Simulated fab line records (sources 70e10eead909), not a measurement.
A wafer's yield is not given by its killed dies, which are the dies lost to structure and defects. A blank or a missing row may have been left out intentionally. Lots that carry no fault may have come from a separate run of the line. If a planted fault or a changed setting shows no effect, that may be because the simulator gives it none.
Code-filled problem report in 8D (eight disciplines) form ; flow nand harc ; the parts of the form that need people (team, actions taken, sign-off) are left out

1. PROBLEM STATEMENT
Wafers without a fault read 3.1 with a standard deviation of 2, while killed at periphery at NHARC_END_SORT_01 averages 624.5 across 2 wafers of 1 lot. That is +99 or more standard deviations from the usual mean.
Earliest sighting: wafer L741.3 on prober-02 at day 34 00:36. The record has a number at this step for 5 wafers belonging to 2 lots. By rule, "out" or "out of limits" means more than 4 standard deviations away from the usual mean. The other wafers with a number count as sound.

2. WHAT THIS IS AND IS NOT
question;is;is not
which readings at this step;killed at periphery, defect limited yield, killed dies;killed at array, killed at other, killed open, killed short
which lots;L741;L728
which wafers of those lots;L741.3, L741.4;L741.2
read on which gauges;prober-02;-
when;from day 34 00:36;up to then (3 sound wafers)

3. WHAT RULES OUT EACH SUSPECT
Counting: if a tool at a process step up to the reading ran every lot that is out, it stays a suspect. Sound lots after the first of them don't rule it out here, since some wafers of a struck lot are sound.
- the gauge at NHARC_END_SORT_01: ruled out. All the wafers that are out were read on prober-02, but those of them that NHARC_P_M0_CMP_23 has rows for are out there too, on other tools.
- pvd sputter-01 at NHARC_P_CONTACT_PVD_32 (deposits Ti, target thk 5 nm, time 17.7 s): kept. It ran the lot that is out, L741 (day 15 13:12). NHARC_P_CONTACT_PVD_32 gives no start for some lots, so the hours and the order of its lots are those of NHARC_P_M0_ETCH_34.
- rie diel-02 at NHARC_P_M0_ETCH_34 (etches the open film in N2/H2, target depth 40 nm, overetch 12 nm, time 43.94 s): kept. It ran the lot that is out, L741 (day 15 13:12).
- ecd cu-02 at NHARC_P_M0_ECD_22 (material Cu, target thk 400 nm): kept. The lot that is out, L741, ran on it at day 15 14:27; the last sound lot it ran before that was L728, at day 10 06:49.
- cmp-02 at NHARC_P_M0_CMP_23 (polishes, t overpolish 20 s, target thk 117.54 nm): kept. It ran the lot that is out, L741 (day 15 15:07). On those wafers its own readings are out: time to endpoint s.
- Within rie diel-02 at NHARC_P_M0_ETCH_34: the wafers that are out ran in chambers 1, 3; their sound lot-mates ran in chamber 2.
- Within cmp-02 at NHARC_P_M0_CMP_23: the wafers that are out ran in chambers 0, 1; their sound lot-mates ran in chamber 2.
Left after counting: pvd sputter-01 at NHARC_P_CONTACT_PVD_32, rie diel-02 at NHARC_P_M0_ETCH_34, ecd cu-02 at NHARC_P_M0_ECD_22, cmp-02 at NHARC_P_M0_CMP_23.

4. THE CAUSE (what the simulator had put in)
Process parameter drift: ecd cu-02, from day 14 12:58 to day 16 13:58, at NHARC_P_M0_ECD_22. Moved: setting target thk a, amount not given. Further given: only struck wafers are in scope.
After counting, 4 suspects remain, this tool included.

5. SEQUENCE OF EFFECTS, ordered by route
Each row: a reading where the mean over the struck wafers with a number is more than 3 standard deviations away from the usual. Scope: only readings with a usual standard deviation given in the record; hours: median across lots of the time from each lot's start at the first step in this table that gives one to its start at this step; sigmas: change in usual standard deviations.
hours;step;reading;usual;on struck wafers;change;sigmas
0;NHARC_P_M0_CMP_23;time to endpoint s;29 s;10;-20;-5.6
441;NHARC_END_SORT_01;defect limited yield;90 %;2;-88;-21
441;NHARC_END_SORT_01;killed at periphery;3.1;624.5;+621.4;+99 or more
441;NHARC_END_SORT_01;killed dies;67;661;+594;+21
The process steps in it:
- NHARC_P_M0_CMP_23: polishes, t overpolish 20 s, target thk 117.54 nm.

6. HOW IT WOULD HAVE BEEN CAUGHT EARLIER
468 hours passed between the start of the fault at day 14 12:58 and the first reading out of limits at a measuring or inspecting step in this record, taken at day 34 00:36.
By day 34 00:36, every lot that is out (1) had started NHARC_P_M0_ECD_22 on ecd cu-02. A hold on the tool at that time would have spared none of them.
